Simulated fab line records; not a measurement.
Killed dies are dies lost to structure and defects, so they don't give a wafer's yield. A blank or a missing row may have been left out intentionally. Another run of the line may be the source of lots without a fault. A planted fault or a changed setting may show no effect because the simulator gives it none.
fab line records ; flow nand_harc
record: lots: 7; wafers: 21; last_day: 33
route steps=1302 shown A_STAIRCASE@726 END@1302
lots with no fault: from the same line, run without faults
start_h: start of the lot's first displayed wafer, in hours after the record's first day ; wait_h: hours from the lot's prior step to this one ; " the same as in the row above ; L1.1+2: a single row standing in for several wafers ; - no value present, or no start provided ; * or withheld: withheld ; < > ~ a bound
route shown NAME@n: NAME is a module with steps in the file, n the number in the route of the first one ; usual: the fault-free wafers' mean and standard deviation ; same: alike in all rows ; chamber/n: place in a boat ; sites: readings site by site ; _std_site: the values' standard deviation ; _edge_site: outer sites' mean less inner sites' ; radius_mm: for every site, how far away it sits from the centre of the wafer ; mask NAME#n: copy n ; behind: the tool/chamber that last shaped the wafer ; hold: what put the lot on hold/how long, in hours/how the hold closed ; device: the transistor (n, p or np) that didn't switch ; end of line: the tests these same wafers got at the end of their route ; a step without rows: its recipe alone ; killed: not the wafer's yield, but the dies lost to structure and defects at the first sort ; map: shows each die of a wafer: x if killed, . if not, _ if none is there
set.NAME: the setting the step ran with; set.NAME@STEP: the setting that earlier step ran with ; model.NAME: the simulator's own value behind a step, which no gauge read
lots at some steps of the route; a table a step, a row a wafer
services: the hour from which a tool's chamber was out of use, counted from the record's first day as start_h (under 0 if before that day), plus the number of hours and why
== steps ==
step: NHARC_A_STAIRCASE_SOFTBAKE_212
recipe: temp_c: 135; time_s: 170
step: NHARC_A_STAIRCASE_EBR_213
step: NHARC_A_STAIRCASE_EXPOSE_214
recipe: na: 0.5; dose_mj: 31.26; mask_id: STAIR_3
step: NHARC_A_STAIRCASE_PEB_215
recipe: peb_temp_c: 115; peb_time_s: 130
step: NHARC_A_STAIRCASE_DEVELOP_216
recipe: time_s: 140
step: NHARC_A_STAIRCASE_HARDBAKE_218
recipe: temp_c: 120; time_s: 140
step: NHARC_A_STAIRCASE_DESCUM_219
recipe: time_s: 3; o2_flow_sccm: 200; ar_flow_sccm: 0; bias_power_w: 0; chemistry: O2
usual: drypump_motor_current_A: 5.8/0.5; oes_product_au: 0.998/0.011; rf_vpp_V: 57.7/0.91; showerhead_plenum_p_Torr: 1.93/0.097; throttle_valve_pct: 11.311/0.0092
lot.wafer;tool;chamber;start_h;wait_h;drypump_motor_current_A;oes_product_au;rf_hours_counter_h;rf_vpp_V;showerhead_plenum_p_Torr;throttle_valve_pct
L980.4;rie_diel-02;1;406.38;-;5.3;0.997;1;58.6;2.03;11.310
L980.1;rie_diel-02;2;406.38;-;6.2;1.006;1;57.3;1.98;11.313
L980.3;rie_diel-02;0;406.38;-;6.0;0.978;1;56.0;1.80;11.304
L986.3;rie_diel-02;1;465.02;-;5.3;1.006;23;58.8;2.03;11.318
L986.4;rie_diel-02;2;465.02;-;6.3;1.007;-;57.9;1.97;11.314
L986.5;rie_diel-02;0;465.02;-;6.0;0.981;-;58.0;1.79;11.303
L987.2;rie_diel-11;3;478.74;-;6.3;0.996;10;57.1;1.81;11.295
L987.1;rie_diel-11;0;478.74;-;5.3;0.997;10;58.4;2.02;11.316
L987.3;rie_diel-11;1;478.74;-;5.4;1.005;12;57.8;1.95;11.297
L989.4;rie_diel-02;1;504.79;-;5.3;0.999;34;56.9;2.02;11.303
L989.2;rie_diel-02;2;504.79;-;6.2;0.989;35;57.9;1.97;11.310
L989.6;rie_diel-02;1;504.79;-;5.3;1.000;-;57.2;2.02;11.323
L995.1;rie_diel-02;3;566.47;-;5.3;0.997;55;57.0;1.88;11.310
L995.4;rie_diel-02;0;566.47;-;6.0;0.991;55;57.3;1.78;11.309
L995.2;rie_diel-02;1;566.47;-;5.3;0.997;56;55.5;2.02;11.320
L998.2;rie_diel-02;3;583.20;-;5.3;0.999;0;57.4;1.88;11.292
L998.1;rie_diel-02;1;583.20;-;5.3;0.999;1;58.9;2.02;11.306
L998.5;rie_diel-02;0;583.20;-;6.0;1.004;-;57.5;1.78;11.313
L997.3;rie_diel-02;2;583.40;-;6.2;0.998;1;57.2;1.96;11.325
L997.1;rie_diel-02;3;583.40;-;5.3;1.002;0;56.5;1.88;11.306
L997.4;rie_diel-02;1;583.40;-;5.4;0.995;1;58.1;2.01;11.306
step: NHARC_A_STAIRCASE_TRIM_220
recipe: time_s: 211.2; o2_flow_sccm: 500; ar_flow_sccm: 0; bias_w: 0; chemistry: O2
usual: chamber_pressure_mTorr: 60.00/0.058; drypump_motor_current_A: 5.8/0.5; oes_product_au: 1.000/0.011; rf_vpp_V: 57.7/0.91; showerhead_plenum_p_Torr: 3.56/0.16; throttle_valve_pct: 17.038/0.0091
same: bias_w: 0
lot.wafer;tool;chamber;start_h;wait_h;chamber_pressure_mTorr;drypump_motor_current_A;oes_product_au;rf_hours_counter_h;rf_vpp_V;showerhead_plenum_p_Torr;throttle_valve_pct
L980.1;rie_diel-02;2;406.48;0.1;60.03;6.3;0.994;1;57.7;3.64;17.042
L980.4;rie_diel-02;3;406.48;0.1;60.02;5.3;1.001;1;59.2;3.51;17.033
L980.3;rie_diel-02;0;406.48;0.1;59.98;6.0;0.966;1;57.4;3.33;17.053
L986.3;rie_diel-02;1;465.16;0.1;60.02;5.3;1.005;23;57.6;3.72;17.024
L986.5;rie_diel-02;2;465.16;0.1;60.04;6.2;1.008;-;58.2;3.63;17.037
L986.4;rie_diel-02;0;465.16;0.1;59.99;6.0;0.967;-;55.7;3.32;17.034
L987.1;rie_diel-11;3;478.81;0.1;60.01;6.3;0.998;10;57.2;3.35;17.040
L987.2;rie_diel-11;0;478.81;0.1;59.94;5.4;0.996;10;58.5;3.72;17.030
L987.3;rie_diel-11;2;478.81;0.1;60.05;6.1;0.995;11;58.1;3.80;17.033
L989.4;rie_diel-02;0;504.87;0.1;60.12;6.0;0.976;35;56.7;3.32;17.050
L989.2;rie_diel-02;3;504.87;0.1;59.87;5.3;1.001;34;58.3;3.49;17.041
L989.6;rie_diel-02;0;504.87;0.1;59.99;6.0;0.965;-;58.4;3.32;17.018
L995.1;rie_diel-02;3;566.57;0.1;60.03;5.3;1.005;55;57.8;3.48;17.051
L995.2;rie_diel-02;0;566.57;0.1;59.97;6.0;0.989;55;56.6;3.31;17.039
L995.4;rie_diel-02;1;566.57;0.1;60.02;5.4;1.003;56;57.1;3.70;17.033
L998.2;rie_diel-02;0;583.28;0.1;59.95;6.0;0.997;1;57.1;3.30;17.044
L998.1;rie_diel-02;2;583.28;0.1;60.00;6.2;0.993;1;57.1;3.61;17.051
L998.5;rie_diel-02;0;583.28;0.1;60.04;6.0;0.999;-;59.0;3.30;17.023
L997.1;rie_diel-02;0;583.48;0.1;60.03;6.0;1.001;1;56.6;3.30;17.037
L997.4;rie_diel-02;2;583.48;0.1;60.06;6.2;0.990;1;56.8;3.61;17.037
L997.3;rie_diel-02;3;583.48;0.1;59.97;5.3;0.992;1;57.5;3.48;17.034
step: NHARC_A_STAIRCASE_ETCH_221
recipe: target_depth_a: 1000; time_s: 40.5; ion_energy_ev: 400; c4f8_flow_sccm: 20; o2_flow_sccm: 10; ar_flow_sccm: withheld; rf_w: 600; bias_w: 1000; chemistry: C4F8/O2
usual: bias_w: 1000/3.2; oes_product_au: 0.940/0.015; rf_vpp_V: 896/6.2
lot.wafer;tool;chamber;start_h;wait_h;bias_w;oes_product_au;rf_hours_counter_h;rf_vpp_V
L980.4;rie_diel-02;1;-;-;1003;0.941;1;904
L980.3;rie_diel-02;2;-;-;995;0.944;1;900
L980.1;rie_diel-02;3;-;-;1004;0.964;1;894
L986.3;rie_diel-02;2;-;-;998;0.928;23;901
L986.4;rie_diel-02;1;-;-;1002;0.941;-;904
L986.5;rie_diel-02;2;-;-;997;0.934;-;900
L987.3;rie_diel-11;1;-;-;993;0.986;12;900
L987.2;rie_diel-11;3;-;-;1000;0.946;10;889
L987.1;rie_diel-11;0;-;-;1000;0.956;10;903
L989.4;rie_diel-02;0;-;-;1004;0.919;35;889
L989.2;rie_diel-02;1;-;-;1003;0.931;34;904
L989.6;rie_diel-02;0;-;-;1002;0.916;-;888
L995.4;rie_diel-02;2;-;-;996;0.935;58;899
L995.2;rie_diel-02;0;-;-;998;0.925;55;888
L995.1;rie_diel-02;1;-;-;999;0.942;56;904
L998.2;rie_diel-02;3;-;-;1009;0.925;1;895
L998.1;rie_diel-02;0;-;-;998;0.933;1;887
L998.5;rie_diel-02;3;-;-;1002;0.936;-;893
L997.1;rie_diel-02;0;-;-;1001;0.930;1;887
L997.4;rie_diel-02;1;-;-;997;0.930;1;902
L997.3;rie_diel-02;3;-;-;1006;0.924;1;894
step: NHARC_A_STAIRCASE_TRIM_222
recipe: time_s: 211.2; o2_flow_sccm: 500; ar_flow_sccm: 0; bias_w: 0; chemistry: O2
step: NHARC_A_STAIRCASE_ETCH_223
recipe: target_depth_a: 1000; time_s: 40.5; ion_energy_ev: 400; c4f8_flow_sccm: 20; o2_flow_sccm: 10; ar_flow_sccm: withheld; rf_w: 600; bias_w: 1000; chemistry: C4F8/O2
usual: bias_w: 1000/3.2; oes_product_au: 0.941/0.012; rf_vpp_V: 897/6
lot.wafer;tool;chamber;start_h;wait_h;bias_w;oes_product_au;rf_hours_counter_h;rf_vpp_V
L980.4;rie_diel-02;1;-;-;1002;0.946;1;902
L980.3;rie_diel-02;2;-;-;1002;0.932;1;900
L980.1;rie_diel-02;0;-;-;1004;0.932;1;890
L986.3;rie_diel-02;2;-;-;1006;0.928;23;900
L986.4;rie_diel-02;1;-;-;1006;0.933;-;903
L986.5;rie_diel-02;0;-;-;1005;0.920;-;888
L987.2;rie_diel-11;1;-;-;997;0.962;12;897
L987.3;rie_diel-11;2;-;-;998;0.943;11;906
L987.1;rie_diel-11;0;-;-;999;0.937;10;902
L989.4;rie_diel-02;0;-;-;998;0.925;35;889
L989.2;rie_diel-02;3;-;-;993;0.950;34;894
L989.6;rie_diel-02;1;-;-;1001;0.942;-;902
L995.4;rie_diel-02;3;-;-;1001;0.948;55;894
L995.2;rie_diel-02;1;-;-;1000;0.941;56;903
L995.1;rie_diel-02;2;-;-;1004;0.943;59;898
L998.2;rie_diel-02;2;-;-;998;0.926;1;898
L998.1;rie_diel-02;3;-;-;994;0.942;1;894
L998.5;rie_diel-02;1;-;-;1002;0.943;-;903
L997.1;rie_diel-02;2;-;-;997;0.920;1;900
L997.3;rie_diel-02;3;-;-;1004;0.933;1;894
L997.4;rie_diel-02;1;-;-;1002;0.942;1;903
step: NHARC_A_STAIRCASE_TRIM_224
recipe: time_s: 211.2; o2_flow_sccm: 500; ar_flow_sccm: 0; bias_w: 0; chemistry: O2
usual: bias_w: 0/0; chamber_pressure_mTorr: 60.00/0.06; drypump_motor_current_A: 5.8/0.5; oes_product_au: 0.999/0.01; rf_vpp_V: 57.8/0.97; showerhead_plenum_p_Torr: 3.56/0.16; throttle_valve_pct: 17.036/0.0083
lot.wafer;tool;chamber;start_h;wait_h;bias_w;chamber_pressure_mTorr;drypump_motor_current_A;oes_product_au;rf_hours_counter_h;rf_vpp_V;showerhead_plenum_p_Torr;throttle_valve_pct
L980.1;rie_diel-02;2;406.93;-;0;60.11;6.3;0.991;1;58.6;3.64;17.046
L980.3;rie_diel-02;0;406.93;-;0;60.01;6.0;0.969;1;57.2;3.33;17.044
L980.4;rie_diel-02;1;406.93;-;0;59.94;5.4;0.987;1;56.3;3.74;17.050
L986.3;rie_diel-02;1;465.66;-;-;-;-;-;-;-;-;-
L986.4;rie_diel-02;1;465.66;-;-;-;-;-;-;-;-;-
L986.5;rie_diel-02;2;465.66;-;-;-;-;-;-;-;-;-
L987.3;rie_diel-11;0;479.28;-;-;-;-;-;-;-;-;-
L987.2;rie_diel-11;1;479.28;-;-;-;-;-;-;-;-;-
L987.1;rie_diel-11;3;479.28;-;-;-;-;-;-;-;-;-
L989.4;rie_diel-02;3;505.36;-;-;-;-;-;-;-;-;-
L989.2;rie_diel-02;0;505.36;-;-;-;-;-;-;-;-;-
L989.6;rie_diel-02;2;505.36;-;-;-;-;-;-;-;-;-
L995.4;rie_diel-02;2;567.03;-;0;60.09;6.3;0.988;59;59.0;3.61;17.045
L995.2;rie_diel-02;3;567.03;-;0;60.02;5.3;0.990;55;58.2;3.48;17.026
L995.1;rie_diel-02;0;567.03;-;0;59.97;6.0;0.985;55;57.3;3.30;17.039
L998.2;rie_diel-02;2;583.85;-;0;60.05;6.3;0.986;1;58.8;3.61;17.029
L998.1;rie_diel-02;0;583.85;-;0;60.13;6.0;1.007;1;56.7;3.30;17.024
L998.5;rie_diel-02;2;583.85;-;0;60.09;6.3;0.981;-;57.2;3.61;17.038
L997.3;rie_diel-02;3;584.02;-;0;59.98;5.3;1.003;1;58.8;3.48;17.043
L997.4;rie_diel-02;0;584.02;-;0;59.83;6.0;0.996;1;57.4;3.30;17.026
L997.1;rie_diel-02;1;584.02;-;0;59.94;5.4;0.994;2;57.3;3.70;17.032
step: NHARC_A_STAIRCASE_ETCH_225
recipe: target_depth_a: 1000; time_s: 40.5; ion_energy_ev: 400; c4f8_flow_sccm: 20; o2_flow_sccm: 10; ar_flow_sccm: withheld; rf_w: 600; bias_w: 1000; chemistry: C4F8/O2
usual: bias_w: 1000/3.2; oes_product_au: 0.940/0.011; rf_vpp_V: 897/5.9
lot.wafer;tool;chamber;start_h;wait_h;bias_w;oes_product_au;rf_hours_counter_h;rf_vpp_V
L980.4;rie_diel-02;3;-;-;998;0.941;1;896
L980.3;rie_diel-02;0;-;-;999;0.921;1;887
L980.1;rie_diel-02;2;-;-;1000;0.947;1;900
L986.3;rie_diel-02;0;-;-;996;0.915;25;890
L986.4;rie_diel-02;1;-;-;996;0.939;-;902
L986.5;rie_diel-02;0;-;-;997;0.913;-;889
L987.2;rie_diel-11;3;-;-;999;0.953;10;891
L987.1;rie_diel-11;0;-;-;999;0.942;10;903
L987.3;rie_diel-11;1;-;-;999;0.964;12;899
L989.4;rie_diel-02;3;-;-;1006;0.959;34;895
L989.2;rie_diel-02;1;-;-;997;0.940;34;902
L989.6;rie_diel-02;3;-;-;1005;0.955;-;894
L995.1;rie_diel-02;2;-;-;1000;0.924;59;898
L995.4;rie_diel-02;3;-;-;1002;0.938;55;894
L995.2;rie_diel-02;0;-;-;999;0.928;55;888
L998.1;rie_diel-02;3;-;-;998;0.928;1;895
L998.2;rie_diel-02;0;-;-;998;0.937;1;888
L998.5;rie_diel-02;3;-;-;996;0.933;-;892
L997.4;rie_diel-02;1;-;-;1004;0.923;2;902
L997.1;rie_diel-02;3;-;-;997;0.929;1;894
L997.3;rie_diel-02;0;-;-;995;0.928;1;888
step: NHARC_END_SORT_01
recipe: temp_c: 25
usual: killed_at_array: 55/12; killed_at_other: 1.0/1.2; killed_at_periphery: 3.9/2.6; killed_dies: 60/12; killed_open: 3.3/1.9; killed_short: 2.5/1.8
same: gross_dies: 677
lot.wafer;tool;chamber;start_h;wait_h;killed_at_array;killed_at_other;killed_at_periphery;killed_dies;killed_open;killed_short
L986.3;prober-01;0;665.76;3.1;673;0;4;677;4;7
L986.4;prober-01;0;666.56;3.4;669;3;5;677;3;3
L986.5;prober-01;0;667.37;3.7;675;1;1;677;1;6
L987.1;prober-01;0;671.97;2.5;672;0;5;677;3;2
L987.2;prober-01;0;672.78;2.8;676;0;1;677;6;2
L987.3;prober-01;0;673.59;3.1;677;0;0;677;2;3
L989.2;prober-01;0;706.49;2.8;675;0;2;677;2;1
L989.4;prober-01;0;708.10;3.4;672;3;2;677;3;4
L989.6;prober-01;0;709.70;4.0;674;1;2;677;6;1
L995.1;prober-01;0;762.34;2.5;52;0;6;58;4;1
L995.2;prober-01;0;763.15;2.8;62;1;4;67;3;4
L995.4;prober-01;0;764.76;3.4;52;1;7;60;3;3
killed by level:class
L986.3 A_STAIRCASE:area_trim=621 A_SLIT:chamber_film_flake=35 A_CHANNEL_HOLE_D1:chamber_film_flake=4 A_ONON_D2:geometric_particle:short=2 P_STI:chamber_film_flake=2 A_DECK1_JOINT:chamber_film_flake=2 P_STI:geometric_particle:short=1 P_GATE:geometric_particle:short=1
L986.4 A_STAIRCASE:area_trim=626 A_SLIT:chamber_film_flake=28 A_CHANNEL_HOLE_D1:chamber_film_flake=4 THIN_TSV:chamber_film_flake=3 P_M1:chamber_film_flake=3 A_WL_FILL:chamber_film_flake=3 A_CHANNEL_HOLE_D2:chamber_film_flake=2 A_SOURCE_PLATE:geometric_particle:short=1
L986.5 A_STAIRCASE:area_trim=632 A_SLIT:chamber_film_flake=30 A_CHANNEL_HOLE_D1:chamber_film_flake=2 A_ONON_D1:geometric_particle:open=1 A_ONON_D1:geometric_particle:short=1 A_CHANNEL_FILL_D1:geometric_particle:short=1 A_ONON_D2:geometric_particle:short=1 A_SGD_CUT:geometric_particle:short=1
L987.1 A_STAIRCASE:area_trim=632 A_CHANNEL_HOLE_D1:chamber_film_flake=25 A_CONTACT:chamber_film_flake=7 P_CONTACT:geometric_particle:open=2 A_CHANNEL_HOLE_D2:geometric_particle:short=1 A_SGD_CUT:geometric_particle:open=1 A_WL_FILL:geometric_particle:short=1 A_ZERO_WELL:chamber_film_flake=1
L987.2 A_STAIRCASE:area_trim=631 A_CHANNEL_HOLE_D1:chamber_film_flake=25 A_CONTACT:chamber_film_flake=4 A_CHANNEL_FILL_D1:geometric_particle:open=2 A_CHANNEL_FILL_D2:chamber_film_flake=2 A_M0:chamber_film_flake=2 P_M0:geometric_particle:open=1 A_DECK1_JOINT:geometric_particle:short=1
L987.3 A_STAIRCASE:area_trim=629 A_CHANNEL_HOLE_D1:chamber_film_flake=28 A_CONTACT:chamber_film_flake=7 A_SLIT:chamber_film_flake=6 A_WL_FILL:geometric_particle:short=2 A_CHANNEL_HOLE_D2:geometric_particle:open=1 A_CONTACT:geometric_particle:short=1 A_M1:geometric_particle:open=1
L989.2 A_STAIRCASE:area_trim=627 A_CHANNEL_HOLE_D2:chamber_film_flake=19 A_CHANNEL_HOLE_D1:chamber_film_flake=9 A_CONTACT:chamber_film_flake=8 A_SLIT:chamber_film_flake=6 P_M0:geometric_particle:open=2 A_CHANNEL_FILL_D2:chamber_film_flake=2 A_STAIRCASE:chamber_film_flake=2
L989.4 A_STAIRCASE:area_trim=627 A_CHANNEL_HOLE_D2:chamber_film_flake=22 A_CHANNEL_HOLE_D1:chamber_film_flake=6 A_CONTACT:chamber_film_flake=5 A_M0:geometric_particle:open=2 THIN_TSV:chamber_film_flake=2 A_STAIRCASE:chamber_film_flake=2 A_SLIT:chamber_film_flake=2
L989.6 A_STAIRCASE:area_trim=640 A_CHANNEL_HOLE_D2:chamber_film_flake=16 A_CHANNEL_HOLE_D1:chamber_film_flake=5 A_CONTACT:chamber_film_flake=4 A_SLIT:chamber_film_flake=3 A_DECK1_JOINT:geometric_particle:open=2 P_CONTACT:geometric_particle:open=1 A_CHANNEL_HOLE_D1:geometric_particle:open=1
L995.1 A_SLIT:chamber_film_flake=27 A_STAIRCASE:chamber_film_flake=9 A_CHANNEL_HOLE_D1:chamber_film_flake=8 P_STI:chamber_film_flake=2 A_DECK1_JOINT:chamber_film_flake=2 A_CONTACT:chamber_film_flake=2 P_GATE:geometric_particle:open=1 P_M1:geometric_particle:open=1
L995.2 A_SLIT:chamber_film_flake=32 A_CHANNEL_HOLE_D1:chamber_film_flake=9 A_STAIRCASE:chamber_film_flake=6 A_CONTACT:chamber_film_flake=4 P_ZERO_WELL:chamber_film_flake=3 A_ONON_D2:geometric_particle:short=2 A_WL_FILL:chamber_film_flake=2 A_ONON_D2:geometric_particle:open=1
L995.4 A_SLIT:chamber_film_flake=26 A_CHANNEL_HOLE_D1:chamber_film_flake=9 A_CONTACT:chamber_film_flake=5 A_STAIRCASE:chamber_film_flake=5 P_M1:chamber_film_flake=3 A_ZERO_WELL:chamber_film_flake=2 P_GATE:geometric_particle:short=1 P_GATE:geometric_particle:open=1
map L986.3 (x killed, . not)
____________x____________
_________xxxxxxx_________
_______xxxxxxxxxxx_______
______xxxxxxxxxxxxx______
_____xxxxxxxxxxxxxxx_____
____xxxxxxxxxxxxxxxxx____
____xxxxxxxxxxxxxxxxx____
___xxxxxxxxxxxxxxxxxxx___
___xxxxxxxxxxxxxxxxxxx___
__xxxxxxxxxxxxxxxxxxxxx__
__xxxxxxxxxxxxxxxxxxxxx__
_xxxxxxxxxxxxxxxxxxxxxxx_
_xxxxxxxxxxxxxxxxxxxxxxx_
_xxxxxxxxxxxxxxxxxxxxxxx_
_xxxxxxxxxxxxxxxxxxxxxxx_
_xxxxxxxxxxxxxxxxxxxxxxx_
xxxxxxxxxxxxxxxxxxxxxxxxx
xxxxxxxxxxxxxxxxxxxxxxxxx
xxxxxxxxxxxxxxxxxxxxxxxxx
xxxxxxxxxxxxxxxxxxxxxxxxx
xxxxxxxxxxxxxxxxxxxxxxxxx
_xxxxxxxxxxxxxxxxxxxxxxx_
_xxxxxxxxxxxxxxxxxxxxxxx_
_xxxxxxxxxxxxxxxxxxxxxxx_
_xxxxxxxxxxxxxxxxxxxxxxx_
_xxxxxxxxxxxxxxxxxxxxxxx_
__xxxxxxxxxxxxxxxxxxxxx__
__xxxxxxxxxxxxxxxxxxxxx__
___xxxxxxxxxxxxxxxxxxx___
___xxxxxxxxxxxxxxxxxxx___
____xxxxxxxxxxxxxxxxx____
____xxxxxxxxxxxxxxxxx____
_____xxxxxxxxxxxxxxx_____
______xxxxxxxxxxxxx______
_______xxxxxxxxxxx_______
_________xxxxxxx_________
____________x____________
map L987.1 (x killed, . not)
____________x____________
_________xxxxxxx_________
_______xxxxxxxxxxx_______
______xxxxxxxxxxxxx______
_____xxxxxxxxxxxxxxx_____
____xxxxxxxxxxxxxxxxx____
____xxxxxxxxxxxxxxxxx____
___xxxxxxxxxxxxxxxxxxx___
___xxxxxxxxxxxxxxxxxxx___
__xxxxxxxxxxxxxxxxxxxxx__
__xxxxxxxxxxxxxxxxxxxxx__
_xxxxxxxxxxxxxxxxxxxxxxx_
_xxxxxxxxxxxxxxxxxxxxxxx_
_xxxxxxxxxxxxxxxxxxxxxxx_
_xxxxxxxxxxxxxxxxxxxxxxx_
_xxxxxxxxxxxxxxxxxxxxxxx_
xxxxxxxxxxxxxxxxxxxxxxxxx
xxxxxxxxxxxxxxxxxxxxxxxxx
xxxxxxxxxxxxxxxxxxxxxxxxx
xxxxxxxxxxxxxxxxxxxxxxxxx
xxxxxxxxxxxxxxxxxxxxxxxxx
_xxxxxxxxxxxxxxxxxxxxxxx_
_xxxxxxxxxxxxxxxxxxxxxxx_
_xxxxxxxxxxxxxxxxxxxxxxx_
_xxxxxxxxxxxxxxxxxxxxxxx_
_xxxxxxxxxxxxxxxxxxxxxxx_
__xxxxxxxxxxxxxxxxxxxxx__
__xxxxxxxxxxxxxxxxxxxxx__
___xxxxxxxxxxxxxxxxxxx___
___xxxxxxxxxxxxxxxxxxx___
____xxxxxxxxxxxxxxxxx____
____xxxxxxxxxxxxxxxxx____
_____xxxxxxxxxxxxxxx_____
______xxxxxxxxxxxxx______
_______xxxxxxxxxxx_______
_________xxxxxxx_________
____________x____________
== services ==
tool;chamber;start_h;hours;kind
rie_diel-02;-;394.10;9.0;pm
rie_diel-02;0;394.10;9.0;vent_cycle
rie_diel-02;1;394.10;9.0;vent_cycle
rie_diel-02;2;394.10;9.0;vent_cycle
rie_diel-02;3;394.10;9.0;vent_cycle
rie_diel-02;0;403.10;-;clean
rie_diel-02;0;403.10;-;consumable_replace:focus_ring
rie_diel-02;1;403.10;-;clean
rie_diel-02;2;403.10;-;clean
rie_diel-02;2;403.10;-;consumable_replace:focus_ring
rie_diel-02;3;403.10;-;clean
rie_diel-02;3;403.10;-;consumable_replace:focus_ring
rie_diel-02;0;427.67;-;clean
rie_diel-02;1;427.67;-;clean
rie_diel-02;2;427.67;-;clean
rie_diel-02;3;427.67;-;clean
rie_diel-11;-;434.43;9.0;pm
rie_diel-02;0;452.17;-;clean
rie_diel-02;1;452.17;-;clean
rie_diel-02;2;452.17;-;clean
rie_diel-11;2;494.38;2.8;repair
rie_diel-02;-;529.25;1.3;repair
rie_diel-11;2;531.46;11.6;repair
rie_diel-02;-;571.15;9.0;pm
== key ==
first_sign: step: NHARC_A_STAIRCASE_TRIM_224; reading: tool_record; direction: missing
effect: step: NHARC_END_SORT_01; reading: killed_at_array; direction: up; sigmas: 52; usual: 55; struck: 674
more_kills_born_at: NHARC_A_STAIRCASE_TRIM_224@rie_diel-02: 3772; NHARC_A_STAIRCASE_TRIM_224@rie_diel-11: 1892
met_at NHARC_A_STAIRCASE_TRIM_224
struck_wafers L986.3,L986.4,L986.5,L987.1,L987.2,L987.3,L989.2,L989.4,L989.6
later_rows_left_out L986.3,L986.4,L986.5,L987.1,L987.2,L987.3,L989.2,L989.4,L989.6
tester_left_out L986,L987,L989
onset_between 406.93 465.66
fault: kind: skipped_step_whole; tool: rie_diel-02,rie_diel-11; chamber: -; onset_h: 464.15; steps: NHARC_A_STAIRCASE_TRIM_224; scope: struck_lots_only
tester_left_out: of these lots the tester's yield and bins aren't shown, on N5 and GAA mostly nor the transistor test; their killed dies are dies lost to structure and defects alone, not to doping, threshold or leakage, so they don't give the yield
later_rows_left_out: the simulator's readings of these wafers behind a module that went badly wrong aren't trusted and aren't shown, but for the sort
